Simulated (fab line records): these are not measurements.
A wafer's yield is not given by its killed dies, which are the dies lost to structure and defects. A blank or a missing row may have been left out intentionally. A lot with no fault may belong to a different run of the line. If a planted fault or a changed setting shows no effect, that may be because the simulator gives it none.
fab line records | flow n5Finfet
record lots=7 wafers=39
route steps=1938 shown HKMG_FIN@442 BEOL_M0_SAQP@652 BEOL_M2@890 BEOL_M5@1116
startH: hours from the record's opening day to when the first of the lot's shown wafers began | waitH: hours elapsed since this lot's preceding step | " the same as in the row above | L1.1+2: a single row standing in for several wafers | - value missing, or start not given | * or withheld: withheld | < > ~ a bound
route shown NAME@n: a module of which the file shows steps, and the number in the route of the first | usual: mean and standard deviation over wafers with no fault | same: alike in all rows | chamber/n: place in a boat | sites: each site's reading | _std_site: the standard deviation of these | _edge_site: the outer-site mean with the inner-site mean subtracted | radiusMm: for every site, how far away it sits from the centre of the wafer | mask NAME#n: copy n | behind: the tool/chamber that last shaped the wafer | hold: why the lot was held/for how many hours/how that ended | device: transistor that didn't switch, given as n, p or np | end of line: at the end of the route, the tests of the same wafers | a step without rows: its recipe alone | killed: dies lost to structure and defects at the first sort, not the wafer's yield | map: dies across one wafer; x = killed, . = not, _ = none there
set.NAME: setting as actually run; set.NAME@STEP: the setting as run at that earlier step | model.NAME: the simulator's own value behind a step, which no gauge read
lots run with intentionally changed settings; tables by step, rows by wafer
## steps
# step N5_HKMG_FIN_ALD_91
# recipe material=TiN targetThkA=10 tempC=400 aldPrecursorFamily=TiCl4 aldCoReactant=NH3 pulseTimeS=1 purgeTimeS=3 coReactantPurgeTimeS=2 coReactantPulseTimeS=2 aldCycles=47 pressureTorr=3
# columns lot.wafer tool chamber startH waitH set.aldCycles model.TiN_of_HKMG_FIN_ALD_91.thkNm
L074.1+2+6 aldMetal-03 0,3,0 76.50 0.3 47 1
L074.3+4+5 " 1,2,3 " " 55 1.2
L087.1+2+6 aldMetal-01 0,3,1 157.76 0.3 35 0.8
L087.3+4+5 " 1,2,2 " " 47 1
L088.1+5+6 aldMetal-03 3,1,0 158.74 0.3 47 1
L089.1+2+3+4+5+6 aldMetal-03 2,0,1,3,0,1 166.04 0.3 47 1
L090.1+2+6 aldMetal-03 2,0,3 173.57 0.3 47 1
L090.3+4+5 " 3,1,2 " " 56 1.2
L095.1+2+3 aldMetal-01 3,0,1 203.93 0.3 47 1
L095.4+5+6 " 2,0,1 " " 68 1.4
L097.1+2+4 aldMetal-01 1,3,0 215.28 0.3 47 1
L097.3+5+6 " 2,3,0 " " 65 1.4
# step N5_BEOL_M0_SAQP_DESCUM_19
# recipe chemistry=O2 timeS=7.9 sourcePowerW=50 biasPowerW=20 pressureMtorr=20 rfFrequencyHz=2.712e+07 tempC=40 resist=CAR-ArF o2FlowSccm=225
# columns lot.wafer tool chamber startH waitH set.timeS model.CAR-ArF_of_BEOL_M0_SAQP_COAT_08.thkNm
L074.1 rieDiel-05 1 112.57 0.2 6.592 84.4
L074.2+4 " 2,0 " " 7.9 83.4
L074.3 " 3 " " 6.592 84.2
L074.5 " 0 " " 7.9 83
L074.6 " 1 " " 6.592 84
L087.1 rieDiel-06 1 189.07 0.1 12.48 80.4
L087.2 " 0 " " 7.9 83.4
L087.3+5 " 3,0 " " 12.48 80.2
L087.4 " 2 " " 7.9 83
L087.6 " 3 " " 7.9 83.2
L088.1 rieDiel-05 2 192.38 0.0 7.9 83.2
L088.5 " 3 " " 7.9 83.4
L088.6 " 2 " " 7.9 83
L089.1+5 rieDiel-03 0,2 199.44 0.1 7.9 83
L089.2 " 1 " " 7.9 83.2
L089.3+6 " 2,3 " " 9.545 82.2
L089.4 " 3 " " 9.545 82
L090.1 rieDiel-06 1 209.21 0.0 9.299 82.6
L090.2 " 0 " " 7.9 83.4
L090.3+5 " 2 " " 7.9 83.6
L090.4+6 " 3 " " 9.299 82.8
L095.1 rieDiel-03 1 234.66 0.0 3.855 85.6
L095.2 " 0 " " 7.9 83.6
L095.3+6 " 3 " " 7.9 83.4
L095.4 " 1 " " 3.855 85.8
L095.5 " 0 " " 3.855 86
L097.1+4 rieDiel-03 3 245.86 0.0 7.9 83.4
L097.2+6 " 0 " " 9.476 82.4
L097.3 " 1 " " 7.9 83.2
L097.5 " 1 " " 9.476 82
# step N5_BEOL_M0_SAQP_ETCH_83
# recipe chemistry=CF4 target=SiARC targetDepthA=390 maskMaterial=CAR-ArF timeS=65 ionEnergyEv=80 pressureMtorr=40 sourceW=545 biasW=36 Ar_flow_sccm=100 cf4FlowSccm=100 ends=cleared
# columns lot.wafer tool chamber startH waitH set.timeS@BEOL_M0_SAQP_DESCUM_19 model.CAR-ArF_of_BEOL_M0_SAQP_COAT_08.thkNm
L074.1+3 rieDiel-05 1,3 112.61 0.0 6.592 56.4
L074.2+4 " 2,0 " " 7.9 55.4
L074.5 " 0 " " 7.9 55.2
L074.6 " 1 " " 6.592 56.2
L087.1 rieDiel-06 1 189.10 0.0 12.48 52.6
L087.2+6 " 0,3 " " 7.9 55.4
L087.3+5 " 3,0 " " 12.48 52.4
L087.4 " 2 " " 7.9 55.2
L088.1 rieDiel-05 2 192.42 0.0 7.9 55.4
L088.5 " 3 " " 7.9 55.6
L088.6 " 2 " " 7.9 55.2
L089.1+5 rieDiel-03 0,2 199.47 0.0 7.9 55.2
L089.2 " 1 " " 7.9 55.4
L089.3+6 " 2,3 " " 9.545 54.2
L089.4 " 3 " " 9.545 54
L090.1 rieDiel-06 1 209.25 0.0 9.299 54.6
L090.2+5 " 0,2 " " 7.9 55.4
L090.3 " 2 " " 7.9 55.6
L090.4+6 " 3 " " 9.299 54.8
L095.1 rieDiel-03 1 234.69 0.0 3.855 57.6
L095.2+6 " 0,3 " " 7.9 55.6
L095.3 " 3 " " 7.9 55.4
L095.4 " 1 " " 3.855 57.8
L095.5 " 0 " " 3.855 58
L097.1 rieDiel-03 3 245.89 0.0 7.9 55.4
L097.2+6 " 0 " " 9.476 54.4
L097.3 " 1 " " 7.9 55.2
L097.4 " 3 " " 7.9 55.6
L097.5 " 1 " " 9.476 54.2
# step N5_BEOL_M2_TRENCH_ETCH_37
# recipe chemistry=C4F6/O2 targetDepthA=555.55 target=SiOC timeS=29.2 ionEnergyEv=250 pressureMtorr=30 sourceW=355 biasW=185 Ar_flow_sccm=300 C4F6_flow_sccm=10 O2_flow_sccm=10
# columns lot.wafer tool chamber startH waitH set.timeS model.BEOL_M2.featureDepthNm model.etch.depthNm model.TiN_of_BEOL_M2_HM_DEP_02.thkNm
L074.1 rieDiel-02 0 - - 15.35 29.8 29.73 18.6
L074.2 " 3 " " 15.35 28.6 28.53 18.8
L074.3 " 1 " " 29.2 57.2 57.3 17.4
L074.4 " 2 " " 15.35 29.2 29.24 18.8
L074.5 " 1 " " 29.2 57.4 57.32 17.4
L074.6 " 0 " " 29.2 56.4 56.4 17.6
L087.1 rieDiel-04 1 - - 44.94 85.2 85.11 16.4
L087.2 " 2 " " 44.94 82.4 82.47 16.6
L087.3 " 0 " " 29.2 56.2 56.27 17.6
L087.4 " 3 " " 44.94 84.2 84.12 16.4
L087.5 " 1 " " 29.2 54.4 54.41 17.6
L087.6 " 2 " " 29.2 53.6 53.56 17.8
L088.1 rieDiel-04 2 - - 29.2 53.6 53.66 17.8
L088.5 " 2 " " 29.2 54.2 54.23 18
L088.6 " 1 " " 29.2 54.6 54.62 17.8
L089.1 rieDiel-02 3 - - 29.2 54.4 54.37 17.2
L089.2 " 2 " " 29.2 54.6 54.67 17
L089.3 " 0 " " 29.2 56.2 56.15 17
L089.4 " 1 " " 29.2 56.4 56.4 17.2
L089.5 " 0 " " 29.2 56.4 56.38 17
L089.6 " 1 " " 29.2 55.8 55.84 17.2
L090.1 rieDiel-02 1 - - 34.38 66.6 66.51 17.4
L090.2 " 0 " " 29.2 56.2 56.12 17.4
L090.3 " 3 " " 34.38 63.8 63.79 16.8
L090.4 " 3 " " 29.2 54.2 54.22 17.6
L090.5 " 0 " " 34.38 66.6 66.64 17.2
L090.6 " 1 " " 29.2 56.6 56.51 17.6
L095.1 rieDiel-02 1 - - 29.2 56 55.91 17.4
L095.2 " 2 " " 38.49 73 73.09 17
L095.3 " 0 " " 38.49 74.2 74.19 16.8
L095.4 " 0 " " 38.49 75 74.93 16.6
L095.5 " 1 " " 29.2 56 56 17.4
L095.6 " 2 " " 29.2 55.4 55.47 17.4
L097.1 rieDiel-04 0 - - 14.4 27.8 27.86 18.8
L097.2 " 1 " " 29.2 54.4 54.46 17.8
L097.3 " 3 " " 29.2 55.8 55.8 17.6
L097.4 " 2 " " 14.4 27.8 27.78 19
L097.5 " 3 " " 14.4 27.2 27.19 18.8
L097.6 " 2 " " 29.2 56 56 17.6
# step N5_BEOL_M2_ETCH_41
# recipe chemistry=CH3F/O2 target=SiCN targetDepthA=299 taperDeg=2 timeS=52.5 ionEnergyEv=120 maskMaterial=TiN pressureMtorr=30 sourceW=395 biasW=75 Ar_flow_sccm=150 CH3F_flow_sccm=30 O2_flow_sccm=20
# step N5_BEOL_M2_STRIP_97
# recipe chemistry=N2/H2 timeS=10 powerW=450 tempC=40 pressureMtorr=20 rfFrequencyHz=6e+07 biasPowerW=7 n2FlowSccm=200 h2FlowSccm=200
# step N5_BEOL_M2_OCD_MEAS_38
# usual trenchDepthNm=55.3/1.3
# columns lot.wafer tool chamber startH waitH set.timeS@BEOL_M2_TRENCH_ETCH_37 trenchDepthNm
L074.1 ocd-01 - 139.04 - 15.35 29.7
L074.2 " - " " 15.35 28.7
L074.3 " - " " 29.2 57.7
L074.4 " - " " 15.35 29.6
L074.5 " - " " 29.2 57.5
L074.6 " - " " 29.2 56.9
L087.1 ocd-02 - 215.04 - 44.94 85.3
L087.2 " - " " 44.94 82.6
L087.3 " - " " 29.2 56.2
L087.4 " - " " 44.94 84.3
L087.5 " - " " 29.2 54.6
L087.6 " - " " 29.2 53.5
L088.1 ocd-01 - 219.62 - 29.2 53.9
L088.5 " - " " 29.2 54.6
L088.6 " - " " 29.2 53.9
L089.1 ocd-01 - 223.01 - 29.2 54.2
L089.2 " - " " 29.2 54.4
L089.3 " - " " 29.2 56.1
L089.4 " - " " 29.2 56.5
L089.5 " - " " 29.2 56.0
L089.6 " - " " 29.2 55.6
L090.1 ocd-02 - 238.86 - 34.38 66.2
L090.2 " - " " 29.2 55.6
L090.3 " - " " 34.38 64.2
L090.4 " - " " 29.2 54.0
L090.5 " - " " 34.38 66.4
L090.6 " - " " 29.2 56.7
L095.1 ocd-01 - 269.19 - 29.2 56.3
L095.2 " - " " 38.49 73.5
L095.3 " - " " 38.49 73.9
L095.4 " - " " 38.49 75.1
L095.5 " - " " 29.2 55.6
L095.6 " - " " 29.2 54.9
L097.1 ocd-01 - 277.12 - 14.4 27.5
L097.2 " - " " 29.2 54.6
L097.3 " - " " 29.2 55.6
L097.4 " - " " 14.4 27.6
L097.5 " - " " 14.4 27.1
L097.6 " - " " 29.2 56.3
# step N5_BEOL_M2_HM_STRIP_39
# recipe chemistry=peroxideTinStrip material=TiN targetDepthA=250 tempC=50 timeS=158
# step N5_BEOL_M2_SRD_40
# recipe timeS=30 tempC=23 rinseLiquid=diw dry=ipaMarangoni
# step N5_BEOL_M2_ECD_50
# recipe material=Cu targetThkA=3000
# step N5_BEOL_M2_ANNEAL_51
# recipe tempC=225 timeS=90 ambient=N2
# step N5_BEOL_M2_CMP_52
# recipe stopOn=SiOC tOverpolishS=6.8 downForcePsi=1 platenRpm=50 clearingPlatenDownForcePsi=1.5 clearingPlatenRpm=50 postCmpClean=cuAlkaline targetThkNm=40 clearingPlatenPadVelocityMS=0.99484 padVelocityMS=0.99484
# columns lot.wafer tool chamber startH waitH set.timeS@BEOL_M2_TRENCH_ETCH_37 model.Cu_of_BEOL_M2_ECD_50.thkNm
L074.3 cmp-03 3 142.36 0.2 29.2 41.8
L074.2 " 0 " " 15.35 11.2
L074.1 " 1 " " 15.35 15.4
L074.4 " 2 " " 15.35 12.2
L074.5 " 3 " " 29.2 42.2
L074.6 " 0 " " 29.2 41
L087.1 cmp-01 0 219.71 0.3 44.94 69.8
L087.3 " 1 " " 29.2 42.6
L087.4 " 2 " " 44.94 68.6
L087.2 " 3 " " 44.94 66.4
L087.5 " 0 " " 29.2 37.6
L087.6 " 1 " " 29.2 40.2
L088.1 cmp-03 2 223.15 0.3 29.2 36.2
L088.6 " 1 " " 29.2 39.2
L088.5 " 2 " " 29.2 36.6
L089.2 cmp-03 1 226.32 0.2 29.2 39.8
L089.1 " 2 " " 29.2 38.2
L089.4 " 3 " " 29.2 40.4
L089.3 " 0 " " 29.2 39
L089.6 " 1 " " 29.2 41.4
L089.5 " 2 " " 29.2 41
L090.3 cmp-01 3 243.54 0.2 34.38 48.6
L090.1 " 0 " " 34.38 52.6
L090.2 " 1 " " 29.2 41.2
L090.4 " 2 " " 29.2 40
L090.5 " 3 " " 34.38 50.6
L090.6 " 0 " " 29.2 42
L095.3 cmp-02 1 273.34 0.2 38.49 61.8
L095.4 " 2 " " 38.49 60
L095.2 " 3 " " 38.49 59.2
L095.1 " 0 " " 29.2 41.2
L095.6 " 1 " " 29.2 42.2
L095.5 " 2 " " 29.2 42.6
L097.3 cmp-02 2 280.44 0.2 29.2 42
L097.1 " 3 " " 14.4 12.4
L097.2 " 0 " " 29.2 40
L097.4 " 1 " " 14.4 13.6
L097.6 " 2 " " 29.2 41.4
L097.5 " 3 " " 14.4 12.6
# step N5_BEOL_M2_THK_MEAS_53
# recipe thkMeasGauge=xrf reads=Cu_of_BEOL_M2_ECD_50
# usual M2_THK=40.6/1.7
# columns lot.wafer tool chamber startH waitH set.timeS@BEOL_M2_TRENCH_ETCH_37 M2_THK[nm]
L074.1 filmMetro-02 - 142.65 - 15.35 15.5
L074.2 " - " " 15.35 11.3
L074.3 " - " " 29.2 41.9
L074.4 " - " " 15.35 12.3
L074.5 " - " " 29.2 42.5
L074.6 " - " " 29.2 41.2
L087.1 filmMetro-02 - 220.01 - 44.94 70.2
L087.2 " - " " 44.94 66.6
L087.3 " - " " 29.2 42.9
L087.4 " - " " 44.94 69.2
L087.5 " - " " 29.2 37.9
L087.6 " - " " 29.2 40.6
L088.1 filmMetro-01 - 223.41 - 29.2 36.0
L088.5 " - " " 29.2 36.5
L088.6 " - " " 29.2 39.2
L089.1 filmMetro-02 - 226.61 - 29.2 38.9
L089.2 " - " " 29.2 40.1
L089.3 " - " " 29.2 39.3
L089.4 " - " " 29.2 41.0
L089.5 " - " " 29.2 41.4
L089.6 " - " " 29.2 41.9
L090.1 filmMetro-02 - 243.83 - 34.38 52.8
L090.2 " - " " 29.2 41.1
L090.3 " - " " 34.38 48.6
L090.4 " - " " 29.2 39.9
L090.5 " - " " 34.38 50.7
L090.6 " - " " 29.2 42.2
L095.1 filmMetro-02 - 273.63 - 29.2 41.3
L095.2 " - " " 38.49 59.5
L095.3 " - " " 38.49 62.3
L095.4 " - " " 38.49 60.4
L095.5 " - " " 29.2 42.7
L095.6 " - " " 29.2 42.3
L097.1 filmMetro-01 - 280.73 - 14.4 12.5
L097.2 " - " " 29.2 40.0
L097.3 " - " " 29.2 42.2
L097.4 " - " " 14.4 13.6
L097.5 " - " " 14.4 12.5
L097.6 " - " " 29.2 41.6
# step N5_BEOL_M5_HM_DEP_02
# recipe material=TiN targetThkA=200 tempC=25 chamberPressurePa=0.49996
# columns lot.wafer tool chamber startH waitH set.targetThkA model.TiN_of_BEOL_M5_HM_DEP_02.thkNm
L074.1+2 pvdSputter-03 - 166.74 2.2 200 20
L074.3 " - " " 200 19.8
L074.4 " - " " 285.4 28.8
L074.5+6 " - " " 285.4 28.6
L087.1+3 pvdSputter-02 - 244.17 0.3 200 20.2
L087.2+5 " - " " 144.8 14.2
L087.4 " - " " 144.8 14
L087.6 " - " " 200 20.4
L088.1+5+6 pvdSputter-03 - 246.87 1.5 200 20
L089.1 pvdSputter-01 - 249.23 0.0 200 20.2
L089.2 " - " " 251.9 24.8
L089.3 " - " " 251.9 25.2
L089.4 " - " " 251.9 25
L089.5 " - " " 200 20.4
L089.6 " - " " 200 20
L090.1+2 pvdSputter-03 - 269.30 0.1 281.5 28.2
L090.3+4+6 " - " " 200 20.2
L090.5 " - " " 281.5 28.6
L095.1 pvdSputter-02 - 294.25 0.4 111 11.4
L095.2+5 " - " " 200 20
L095.3 " - " " 200 19.6
L095.4 " - " " 111 10.8
L095.6 " - " " 111 10.6
L097.1 pvdSputter-01 - 303.33 1.8 90.91 8.6
L097.2 " - " " 200 19.8
L097.3+6 " - " " 90.91 9
L097.4 " - " " 200 19.4
L097.5 " - " " 200 20
# step N5_BEOL_M5_COAT_59
# recipe resist=SOC tempC=250 timeS=60 spinRpm=1500 resistThkNm=60
# step N5_BEOL_M5_COAT_60
# recipe resist=SiARC tempC=220 timeS=60 spinRpm=1500 resistThkNm=12
# step N5_BEOL_M5_STRIP_73
# recipe chemistry=N2/H2 tempC=40 n2FlowSccm=200 h2FlowSccm=200 rfFrequencyHz=6e+07
# step N5_BEOL_M5_STRIP_64
# recipe chemistry=CF4 resist=SiARC powerW=300 biasPowerW=75 pressureMtorr=50 cf4FlowSccm=150 rfFrequencyHz=6e+07
# step N5_BEOL_M5_HM_OPEN_17
# recipe chemistry=Cl2/BCl3 targetDepthA=200 overetchA=60 target=TiN maskMaterial=SOC ionEnergyEv=150 pressureMtorr=10 icpW=1000 biasW=126 Cl2_flow_sccm=53.25 bcl3FlowSccm=21.75 Ar_flow_sccm=25
# columns lot.wafer tool chamber startH waitH set.targetThkA@BEOL_M5_HM_DEP_02 model.etch.depthNm
L074.1 rieMetal-02 1 167.50 0.0 200 19.97
L074.2 " 0 " " 200 20.1
L074.3 " 0 " " 200 19.84
L074.4 " 1 " " 285.4 26.94
L074.5 " 0 " " 285.4 25.67
L074.6 " 1 " " 285.4 26.71
L087.1 rieMetal-01 0 244.93 0.0 200 20.13
L087.2 " 1 " " 144.8 14.15
L087.3 " 0 " " 200 20.3
L087.4 " 1 " " 144.8 14.09
L087.5 " 1 " " 144.8 14.22
L087.6 " 0 " " 200 20.4
L088.1+5 rieMetal-01 0 251.88 0.0 200 20.06
L088.6 " 1 " " 200 20
L089.1 rieMetal-01 1 252.40 0.0 200 20.19
L089.2 " 0 " " 251.9 24.83
L089.3 " 1 " " 251.9 25.23
L089.4 " 0 " " 251.9 24.91
L089.5 " 0 " " 200 20.31
L089.6 " 1 " " 200 20.04
L090.1 rieMetal-01 1 270.07 0.0 281.5 25.14
L090.2 " 0 " " 281.5 25.55
L090.3 " 0 " " 200 20.22
L090.4+6 " 1,0 " " 200 20.24
L090.5 " 1 " " 281.5 25.13
L095.1 rieMetal-03 1 295.15 0.0 111 11.39
L095.2 " 0 " " 200 20.04
L095.3 " 1 " " 200 19.64
L095.4 " 0 " " 111 10.77
L095.5 " 1 " " 200 20.01
L095.6 " 0 " " 111 10.65
L097.1 rieMetal-01 1 304.42 0.0 90.91 8.611
L097.2 " 0 " " 200 19.73
L097.3 " 0 " " 90.91 9.097
L097.4 " 1 " " 200 19.42
L097.5 " 1 " " 200 20
L097.6 " 0 " " 90.91 8.948
## key
split step=N5_HKMG_FIN_ALD_91 setting=aldCycles stated=47 by=wafer
response step=N5_HKMG_FIN_ALD_91 reading=model.TiN_of_HKMG_FIN_ALD_91.thkNm change=+0.00954 per=1% r=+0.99
split step=N5_BEOL_M0_SAQP_DESCUM_19 setting=timeS stated=7.9 by=wafer
response step=N5_BEOL_M0_SAQP_DESCUM_19 reading=model.CAR-ArF_of_BEOL_M0_SAQP_COAT_08.thkNm change=-0.0486 per=1% r=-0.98
response step=N5_BEOL_M0_SAQP_ETCH_83 reading=model.CAR-ArF_of_BEOL_M0_SAQP_COAT_08.thkNm change=-0.0482 per=1% r=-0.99
split step=N5_BEOL_M2_TRENCH_ETCH_37 setting=timeS stated=29.2 by=wafer
response step=N5_BEOL_M2_TRENCH_ETCH_37 reading=model.BEOL_M2.featureDepthNm change=+0.559 per=1% r=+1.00
response step=N5_BEOL_M2_TRENCH_ETCH_37 reading=model.etch.depthNm change=+0.559 per=1% r=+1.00
response step=N5_BEOL_M2_TRENCH_ETCH_37 reading=model.TiN_of_BEOL_M2_HM_DEP_02.thkNm change=-0.0234 per=1% r=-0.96
response step=N5_BEOL_M2_OCD_MEAS_38 reading=trenchDepthNm change=+0.563 per=1% r=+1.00
response step=N5_BEOL_M2_CMP_52 reading=model.Cu_of_BEOL_M2_ECD_50.thkNm change=+0.56 per=1% r=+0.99
response step=N5_BEOL_M2_THK_MEAS_53 reading=M2_THK change=+0.563 per=1% r=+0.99
split step=N5_BEOL_M5_HM_DEP_02 setting=targetThkA stated=200 by=wafer
response step=N5_BEOL_M5_HM_DEP_02 reading=model.TiN_of_BEOL_M5_HM_DEP_02.thkNm change=+0.201 per=1% r=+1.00
response step=N5_BEOL_M5_HM_OPEN_17 reading=model.etch.depthNm change=+0.179 per=1% r=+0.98
